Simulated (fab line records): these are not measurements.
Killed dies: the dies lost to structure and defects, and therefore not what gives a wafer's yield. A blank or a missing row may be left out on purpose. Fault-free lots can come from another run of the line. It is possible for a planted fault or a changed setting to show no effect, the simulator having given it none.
fab line records -- flow nandHarc
record lots=13, wafers=39, lastDay=25
route steps=1159 shown P_STI@88 P_GATE@122 END@1159
lots untouched by any fault: they come from a run of this same line in which no faults occurred
startH: hours from the record's opening day to when the first of the lot's shown wafers began -- waitH: time in hours since the lot's previous step -- " unchanged from the row above -- L1.1+2: a single row standing in for several wafers -- - no value present, or no start provided -- * or withheld: withheld -- < > ~ a bound
route shown NAME@n: a module of which the file shows steps, and the number in the route of the first -- usual: mean/standard deviation of fault-free wafers -- same: alike in all rows -- chamber/n: place in a boat -- sites: per-site readings -- _std_site: their standard deviation -- _edge_site: mean of outer sites minus mean of inner sites -- radiusMm: for every site, how far away it sits from the centre of the wafer -- mask NAME#n: copy n -- behind: the last tool/chamber to shape the wafer -- hold: why the lot was held/for how many hours/how that ended -- device: the n, p or np transistor that did not switch -- end of line: tests run on the same wafers once the route is complete -- a step with no rows: only its recipe -- killed: dies that structure and defects cost at the first sort, which is not the same as the wafer's yield -- map: the dies of a wafer, with x for killed, . for not killed, _ for no die there
set.NAME: the setting the step ran with; set.NAME@STEP: the setting that earlier step ran with -- model.NAME: the simulator's own value behind a step, which no gauge read
one table for each step of the route and one row for each wafer, over a sample of lots
services: a tool's chamber out of use, with start hour (startH, from the record's first day; less than 0 if before it), hours out, and reason
## steps
# step NHARC_P_STI_ETCH_42
# recipe targetDepthA=800, overetchA=240, timeS=61, ionEnergyEv=200, n2FlowSccm=150, h2FlowSccm=150, arFlowSccm=0, rfW=400, biasW=150, chemistry=N2/H2
# usual drypumpMotorCurrentA=5.9/0.56, oesProductAu=1.001/0.009, rfVppV=430.4/2.7, showerheadPlenumPTorr=2.03/0.094, throttleValvePct=14.173/0.0087
lot.wafer,tool,chamber,startH,waitH,drypumpMotorCurrentA,oesProductAu,rfHoursCounterH,rfVppV,showerheadPlenumPTorr,throttleValvePct
L990.1,rieDiel-06,3,39.01,0.1,5.8,1.010,4.0,433.1,2.11,14.169
L990.2,rieDiel-06,1,39.01,0.1,4.8,0.985,4.2,427.2,1.91,14.168
L990.3,rieDiel-06,2,39.01,0.1,6.0,0.986,4.3,424.7,1.90,14.179
L991.1,rieDiel-08,0,52.84,0.1,6.4,0.997,6.2,433.8,2.14,14.187
L991.4,rieDiel-08,1,52.84,0.1,6.6,1.009,6.9,432.7,2.15,14.162
L991.6,rieDiel-08,0,52.84,0.1,6.4,1.007,-,434.3,2.14,14.159
L992.1,rieDiel-06,3,53.13,0.2,5.8,1.012,4.7,433.3,2.11,14.186
L992.3,rieDiel-06,0,53.13,0.2,5.4,1.000,4.4,429.9,2.04,14.167
L992.6,rieDiel-06,3,53.13,0.2,5.8,1.010,-,432.5,2.11,14.180
L994.2,rieDiel-06,1,62.91,0.1,4.8,0.988,5.1,426.9,1.91,14.162
L994.1,rieDiel-06,2,62.91,0.1,6.0,0.999,5.4,427.0,1.90,14.168
L994.6,rieDiel-06,2,62.91,0.1,6.0,0.989,-,425.4,1.90,14.170
L993.1,rieDiel-08,2,63.08,0.1,5.7,0.995,6.4,433.2,2.13,14.168
L993.3,rieDiel-08,1,63.08,0.1,6.6,0.995,7.1,432.5,2.15,14.166
L993.6,rieDiel-08,2,63.08,0.1,5.6,1.017,-,432.4,2.13,14.185
L995.1,rieDiel-12,3,72.92,0.1,5.3,1.009,0.8,429.9,1.96,14.169
L995.3,rieDiel-12,0,72.92,0.1,6.7,1.001,0.8,428.0,1.93,14.160
L995.4,rieDiel-12,1,72.92,0.1,6.1,0.988,0.7,431.6,2.05,14.184
L996.4,rieDiel-08,1,77.33,0.1,6.6,1.015,7.8,434.0,2.15,14.170
L996.2,rieDiel-08,3,77.33,0.1,5.6,1.010,6.8,427.8,1.93,14.176
L996.3,rieDiel-08,0,77.33,0.1,6.4,1.002,7.2,434.1,2.14,14.177
L997.3,rieDiel-08,2,83.27,0.1,5.7,1.008,7.4,434.2,2.13,14.169
L997.1,rieDiel-08,3,83.27,0.1,5.6,1.004,7.0,427.8,1.93,14.174
L997.5,rieDiel-08,0,83.27,0.1,6.4,1.006,-,434.1,2.14,14.178
L101.3,rieDiel-08,3,107.28,0.1,5.6,1.003,8.2,428.0,1.93,14.194
L101.4,rieDiel-08,1,107.28,0.1,6.6,1.010,9.1,432.7,2.15,14.172
L101.6,rieDiel-08,3,107.28,0.1,5.6,1.004,-,427.4,1.93,14.192
L107.2,rieDiel-12,0,143.20,0.1,6.7,1.009,2.7,427.4,1.92,14.171
L107.5,rieDiel-12,2,143.20,0.1,6.6,1.004,-,431.4,2.01,14.186
L107.6,rieDiel-12,3,143.20,0.1,5.2,1.002,-,429.3,1.96,14.173
L108.2,rieDiel-08,2,149.50,0.1,5.7,1.006,1.4,432.7,2.13,14.181
L108.3,rieDiel-08,3,149.50,0.1,5.6,0.997,0.7,428.9,1.93,14.168
L108.6,rieDiel-08,2,149.50,0.1,5.6,1.000,-,432.7,2.13,14.186
L111.4,rieDiel-12,0,164.01,0.1,6.7,1.021,3.1,427.9,1.92,14.161
L111.5,rieDiel-12,0,164.01,0.1,6.7,1.017,-,426.9,1.92,14.183
L111.6,rieDiel-12,1,164.01,0.1,6.0,0.997,-,429.7,2.05,14.158
L112.1,rieDiel-06,3,175.96,0.1,5.8,0.992,3.7,432.3,2.11,14.166
L112.2,rieDiel-06,2,175.96,0.1,6.0,0.979,3.6,428.0,1.90,14.173
L112.5,rieDiel-06,0,175.96,0.1,5.5,1.000,-,430.8,2.04,14.170
# step NHARC_P_GATE_CD_MEAS_11
# recipe targetCdNm=1640, landingEnergyEv=500
# usual cdNm=1640.3/1.6
lot.wafer,tool,chamber,startH,waitH,cdNm
L990.1,cdSem-02,0,75.37,-,1637.3
L990.2,cdSem-02,0,75.37,-,1641.5
L990.3,cdSem-02,0,75.37,-,1640.5
L991.1,cdSem-03,0,88.20,-,1641.1
L991.4,cdSem-03,0,88.20,-,1640.4
L991.6,cdSem-03,0,88.20,-,1640.1
L992.1,cdSem-03,0,88.37,-,1638.5
L992.3,cdSem-03,0,88.37,-,1640.8
L992.6,cdSem-03,0,88.37,-,1639.6
L993.1,cdSem-02,0,100.92,-,1641.7
L993.3,cdSem-02,0,100.92,-,1637.4
L993.6,cdSem-02,0,100.92,-,1640.0
L994.1,cdSem-01,0,100.96,-,1642.0
L994.2,cdSem-01,0,100.96,-,1642.0
L994.6,cdSem-01,0,100.96,-,1642.6
L995.1,cdSem-03,0,116.58,-,1637.2
L995.3,cdSem-03,0,116.58,-,1641.1
L995.4,cdSem-03,0,116.58,-,1640.8
L997.1,cdSem-01,0,116.75,-,1638.3
L997.3,cdSem-01,0,116.75,-,1641.2
L997.5,cdSem-01,0,116.75,-,1640.0
L996.2,cdSem-02,0,116.92,-,1642.4
L996.3,cdSem-02,0,116.92,-,1642.0
L996.4,cdSem-02,0,116.92,-,1641.5
L101.3,cdSem-02,0,149.77,-,1642.7
L101.4,cdSem-02,0,149.77,-,1643.1
L101.6,cdSem-02,0,149.77,-,1638.5
L107.2,cdSem-03,0,181.21,-,1642.2
L107.5,cdSem-03,0,181.21,-,1641.5
L107.6,cdSem-03,0,181.21,-,1643.1
L108.2,cdSem-01,0,188.75,-,1639.9
L108.3,cdSem-01,0,188.75,-,1641.7
L108.6,cdSem-01,0,188.75,-,1640.3
L111.4,cdSem-02,0,201.44,-,1641.1
L111.5,cdSem-02,0,201.44,-,1639.2
L111.6,cdSem-02,0,201.44,-,1641.9
L112.1,cdSem-02,0,213.27,-,1639.5
L112.2,cdSem-02,0,213.27,-,1641.7
L112.5,cdSem-02,0,213.27,-,1640.2
# step NHARC_P_GATE_HM_DEP_102
# recipe targetThkA=1200, tempC=400, material=aC
# usual throttleValvePct=35.001/0.0091
lot.wafer,tool,chamber,startH,waitH,throttleValvePct
L990.1,aclDep-01,0,89.41,2.0,35.005
L990.2,aclDep-01,0,89.41,2.0,34.994
L990.3,aclDep-01,0,89.41,2.0,34.994
L992.1,aclDep-01,0,102.14,1.7,35.007
L992.3,aclDep-01,0,102.14,1.7,35.014
L992.6,aclDep-01,0,102.14,1.7,35.017
L991.1,aclDep-03,0,102.62,2.2,35.001
L991.4,aclDep-03,0,102.62,2.2,35.007
L991.6,aclDep-03,0,102.62,2.2,35.011
L993.1,aclDep-02,0,113.11,0.4,34.994
L993.3,aclDep-02,0,113.11,0.4,35.008
L993.6,aclDep-02,0,113.11,0.4,34.991
L994.1,aclDep-03,0,113.49,0.8,35.000
L994.2,aclDep-03,0,113.49,0.8,34.993
L994.6,aclDep-03,0,113.49,0.8,35.003
L997.1,aclDep-02,0,131.39,0.4,34.995
L997.3,aclDep-02,0,131.39,0.4,35.011
L997.5,aclDep-02,0,131.39,0.4,34.984
L996.2,aclDep-03,0,131.49,0.5,35.001
L996.3,aclDep-03,0,131.49,0.5,34.991
L996.4,aclDep-03,0,131.49,0.5,34.988
L995.1,aclDep-01,0,131.95,0.9,35.008
L995.3,aclDep-01,0,131.95,0.9,34.997
L995.4,aclDep-01,0,131.95,0.9,34.988
L101.3,aclDep-03,0,163.04,1.3,34.983
L101.4,aclDep-03,0,163.04,1.3,35.004
L101.6,aclDep-03,0,163.04,1.3,35.008
L101.3,aclDep-01,0,164.22,1.1,35.002
L101.4,aclDep-01,0,164.22,1.1,35.007
L101.6,aclDep-01,0,164.22,1.1,35.010
L107.2,aclDep-02,0,195.68,0.7,35.000
L107.5,aclDep-02,0,195.68,0.7,34.993
L107.6,aclDep-02,0,195.68,0.7,35.009
L107.2,aclDep-03,0,197.04,1.3,34.985
L107.5,aclDep-03,0,197.04,1.3,34.991
L107.6,aclDep-03,0,197.04,1.3,35.007
L108.2,aclDep-01,0,202.85,1.9,35.016
L108.3,aclDep-01,0,202.85,1.9,35.009
L108.6,aclDep-01,0,202.85,1.9,34.999
L111.4,aclDep-02,0,214.14,1.0,35.014
L111.5,aclDep-02,0,214.14,1.0,35.005
L111.6,aclDep-02,0,214.14,1.0,35.008
L112.1,aclDep-01,0,226.57,1.2,34.987
L112.2,aclDep-01,0,226.57,1.2,35.017
L112.5,aclDep-01,0,226.57,1.2,34.995
# step NHARC_P_GATE_OVL_MEAS_27
# usual overlayXNm=-0.1/0.86, overlayYNm=0.1/1
lot.wafer,tool,chamber,startH,waitH,overlayXNm,overlayYNm
L990.1,overlay-02,-,90.84,-,0.6,-1.7
L990.2,overlay-02,-,90.84,-,0.5,-2.5
L990.3,overlay-02,-,90.84,-,0.5,-1.3
L992.1,overlay-01,-,103.57,-,-0.8,-0.3
L992.3,overlay-01,-,103.57,-,0.1,0.0
L992.6,overlay-01,-,103.57,-,-0.1,0.1
L991.1,overlay-01,-,104.06,-,-0.1,-0.5
L991.4,overlay-01,-,104.06,-,0.0,-1.1
L991.6,overlay-01,-,104.06,-,-0.8,-1.2
L993.1,overlay-02,-,114.61,-,0.0,1.0
L993.3,overlay-02,-,114.61,-,-0.3,1.3
L993.6,overlay-02,-,114.61,-,-0.2,0.8
L994.1,overlay-02,-,115.00,-,0.5,1.1
L994.2,overlay-02,-,115.00,-,0.1,1.6
L994.6,overlay-02,-,115.00,-,0.4,0.8
L997.1,overlay-02,-,132.82,-,0.2,0.8
L997.3,overlay-02,-,132.82,-,-0.1,0.9
L997.5,overlay-02,-,132.82,-,0.0,0.5
L996.2,overlay-01,-,132.85,-,1.2,-1.6
L996.3,overlay-01,-,132.85,-,0.5,-1.2
L996.4,overlay-01,-,132.85,-,0.8,-0.9
L995.1,overlay-01,-,133.56,-,-0.8,-0.8
L995.3,overlay-01,-,133.56,-,-0.8,-0.8
L995.4,overlay-01,-,133.56,-,-0.6,-0.7
L101.3,overlay-02,-,165.59,-,0.9,-1.2
L101.4,overlay-02,-,165.59,-,0.6,-1.5
L101.6,overlay-02,-,165.59,-,0.3,-1.7
L107.2,overlay-02,-,198.24,-,-0.7,-0.6
L107.5,overlay-02,-,198.24,-,-0.4,0.2
L107.6,overlay-02,-,198.24,-,0.0,0.5
L108.2,overlay-02,-,204.49,-,0.3,-0.3
L108.3,overlay-02,-,204.49,-,0.4,-0.4
L108.6,overlay-02,-,204.49,-,-0.1,-0.5
L111.4,overlay-02,-,215.90,-,-1.3,0.3
L111.5,overlay-02,-,215.90,-,-1.1,-0.8
L111.6,overlay-02,-,215.90,-,-1.2,0.0
L112.1,overlay-01,-,228.00,-,0.4,0.9
L112.2,overlay-01,-,228.00,-,0.1,1.2
L112.5,overlay-01,-,228.00,-,0.1,1.4
# step NHARC_END_SORT_01
# recipe tempC=25
# usual killedAtArray=25/9.2, killedAtOther=0.9/1.3, killedAtPeriphery=3.3/2.3, killedDies=29/9.6, killedOpen=3.2/1.8, killedShort=2/1.4
# same grossDies=677
lot.wafer,tool,chamber,startH,waitH,killedAtArray,killedAtOther,killedAtPeriphery,killedDies,killedOpen,killedShort
L994.1,prober-02,0,447.95,2.5,20,1,2,23,6,1
L994.2,prober-02,0,448.76,2.8,16,1,1,18,2,2
L994.6,prober-02,0,451.98,4.0,17,1,4,22,7,3
L995.1,prober-01,0,475.49,2.5,15,0,1,16,2,0
L995.3,prober-01,0,477.07,3.1,23,0,4,27,2,5
L995.4,prober-01,0,477.86,3.4,24,0,4,28,1,1
L101.3,prober-02,0,558.91,3.1,31,0,4,35,2,3
L101.4,prober-02,0,559.70,3.4,27,0,3,30,2,1
L101.6,prober-02,0,561.29,4.0,34,0,4,38,3,2
L107.2,prober-02,0,604.54,2.8,30,1,3,34,3,3
L107.5,prober-02,0,606.89,3.6,31,0,4,35,4,1
L107.6,prober-02,0,607.68,3.9,37,0,6,43,3,0
# killed by level:class
L994.1 A_STAIRCASE:chamberFilmFlake=5 A_CONTACT:chamberFilmFlake=4 A_CHANNEL_HOLE_D1:chamberFilmFlake=3 A_CONTACT:geometricParticle:open=2 P_ZERO_WELL:chamberFilmFlake=2 A_ONON_D1:geometricParticle:open=1 A_CHANNEL_FILL_D1:geometricParticle:short=1 A_BLC:geometricParticle:open=1
L994.2 A_STAIRCASE:chamberFilmFlake=5 A_CHANNEL_HOLE_D1:chamberFilmFlake=3 A_CONTACT:chamberFilmFlake=3 A_CHANNEL_FILL_D1:chamberFilmFlake=2 P_CONTACT:geometricParticle:open=1 A_ONON_D1:geometricParticle:open=1 A_WL_FILL:geometricParticle:short=1 A_CONTACT:geometricParticle:short=1
L994.6 A_CONTACT:chamberFilmFlake=4 A_CONTACT:geometricParticle:open=2 P_ZERO_WELL:chamberFilmFlake=2 A_STAIRCASE:chamberFilmFlake=2 P_M1:geometricParticle:open=1 A_ONON_D1:geometricParticle:open=1 A_CHANNEL_FILL_D1:geometricParticle:open=1 A_SGD_CUT:geometricParticle:open=1
L995.1 A_CHANNEL_HOLE_D1:chamberFilmFlake=8 A_STAIRCASE:chamberFilmFlake=4 A_SOURCE_PLATE:geometricParticle:open=1 A_CONTACT:geometricParticle:open=1 P_STI:chamberFilmFlake=1 A_CONTACT:chamberFilmFlake=1
L995.3 A_CHANNEL_HOLE_D1:chamberFilmFlake=13 A_STAIRCASE:chamberFilmFlake=4 P_CONTACT:geometricParticle:short=1 P_M0:geometricParticle:short=1 A_CHANNEL_HOLE_D1:geometricParticle:short=1 A_SGD_CUT:geometricParticle:short=1 A_BLC:geometricParticle:open=1 A_BLC:geometricParticle:short=1
L995.4 A_CHANNEL_HOLE_D1:chamberFilmFlake=18 A_STAIRCASE:chamberFilmFlake=3 P_STI:chamberFilmFlake=2 A_CHANNEL_FILL_D1:geometricParticle:short=1 A_M0:geometricParticle:open=1 P_GATE:chamberFilmFlake=1 P_M1:chamberFilmFlake=1 A_ZERO_WELL:chamberFilmFlake=1
L101.3 A_CHANNEL_HOLE_D1:chamberFilmFlake=15 A_CHANNEL_FILL_D1:chamberFilmFlake=4 A_STAIRCASE:chamberFilmFlake=3 A_WL_FILL:chamberFilmFlake=3 P_M0:geometricParticle:open=2 P_ZERO_WELL:chamberFilmFlake=2 A_ZERO_WELL:chamberFilmFlake=2 A_ONON_D1:geometricParticle:short=1
L101.4 A_CHANNEL_HOLE_D1:chamberFilmFlake=12 A_STAIRCASE:chamberFilmFlake=6 A_CONTACT:chamberFilmFlake=3 P_ZERO_WELL:chamberFilmFlake=2 A_WL_FILL:chamberFilmFlake=2 A_ONON_D1:geometricParticle:short=1 A_CONTACT:geometricParticle:open=1 A_M0:geometricParticle:open=1
L101.6 A_CHANNEL_HOLE_D1:chamberFilmFlake=15 A_CHANNEL_FILL_D1:chamberFilmFlake=4 A_STAIRCASE:chamberFilmFlake=4 A_CONTACT:chamberFilmFlake=3 A_ZERO_WELL:chamberFilmFlake=3 P_ZERO_WELL:chamberFilmFlake=2 P_CONTACT:geometricParticle:open=1 A_SOURCE_PLATE:geometricParticle:open=1
L107.2 A_CHANNEL_HOLE_D1:chamberFilmFlake=11 A_SLIT:chamberFilmFlake=8 A_CONTACT:chamberFilmFlake=6 A_WL_FILL:geometricParticle:open=2 P_M1:geometricParticle:open=1 P_M1:geometricParticle:short=1 A_CHANNEL_HOLE_D1:geometricParticle:short=1 A_CONTACT:geometricParticle:short=1
L107.5 A_SLIT:chamberFilmFlake=11 A_CHANNEL_HOLE_D1:chamberFilmFlake=11 A_CONTACT:chamberFilmFlake=6 P_CONTACT:geometricParticle:open=1 P_M0:geometricParticle:open=1 A_ONON_D1:geometricParticle:open=1 A_CHANNEL_FILL_D1:geometricParticle:open=1 A_CHANNEL_FILL_D1:geometricParticle:short=1
L107.6 A_CHANNEL_HOLE_D1:chamberFilmFlake=20 A_SLIT:chamberFilmFlake=11 A_CONTACT:chamberFilmFlake=4 P_STI:geometricParticle:open=2 P_STI:chamberFilmFlake=2 P_M1:chamberFilmFlake=2 A_ONON_D1:geometricParticle:open=1 A_ZERO_WELL:chamberFilmFlake=1
## services
tool,chamber,startH,hours,kind
rieDiel-12,-,25.40,9.0,pm
rieDiel-08,0,30.30,-,clean
rieDiel-08,1,30.30,-,clean
rieDiel-08,2,30.30,-,clean
rieDiel-08,3,30.30,-,clean
aclDep-03,-,44.00,13.0,pm
rieDiel-08,0,54.80,-,clean
rieDiel-08,1,54.80,-,clean
rieDiel-08,2,54.80,-,clean
rieDiel-06,-,64.20,9.0,pm
rieDiel-06,-,95.29,0.4,repair
aclDep-02,-,97.33,2.2,repair
rieDiel-12,0,112.70,2.8,repair
aclDep-01,-,112.98,13.0,pm
rieDiel-08,3,123.84,5.1,repair
rieDiel-08,-,124.80,9.0,pm
rieDiel-08,3,142.35,3.2,repair
aclDep-02,-,168.29,13.0,pm
rieDiel-12,0,181.73,5.8,repair
rieDiel-08,0,193.41,4.6,repair
rieDiel-08,0,199.38,19.4,repair
rieDiel-12,-,202.40,9.0,pm
rieDiel-08,3,216.15,1.7,repair
aclDep-03,-,225.00,13.0,pm
## key
firstSign step=NHARC_P_GATE_HM_DEP_102, reading=visit, direction=added
effect none on later readings
metAt NHARC_P_GATE_HM_DEP_102
struckLots L101,L107
testerLeftOut L101,L107
notActingAt NHARC_P_STI_ETCH_42,NHARC_P_GATE_CD_MEAS_11,NHARC_P_GATE_OVL_MEAS_27
fault kind=repeatedStepWhole, tool=aclDep-01,aclDep-02,aclDep-03, chamber=-, onsetH=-, steps=NHARC_P_GATE_HM_DEP_102, times=1, scope=struckLotsOnly
# testerLeftOut: of these lots the tester's yield and bins aren't shown, on N5 and GAA mostly nor the transistor test; their killed dies are dies lost to structure and defects alone, not to doping, threshold or leakage, so they don't give the yield
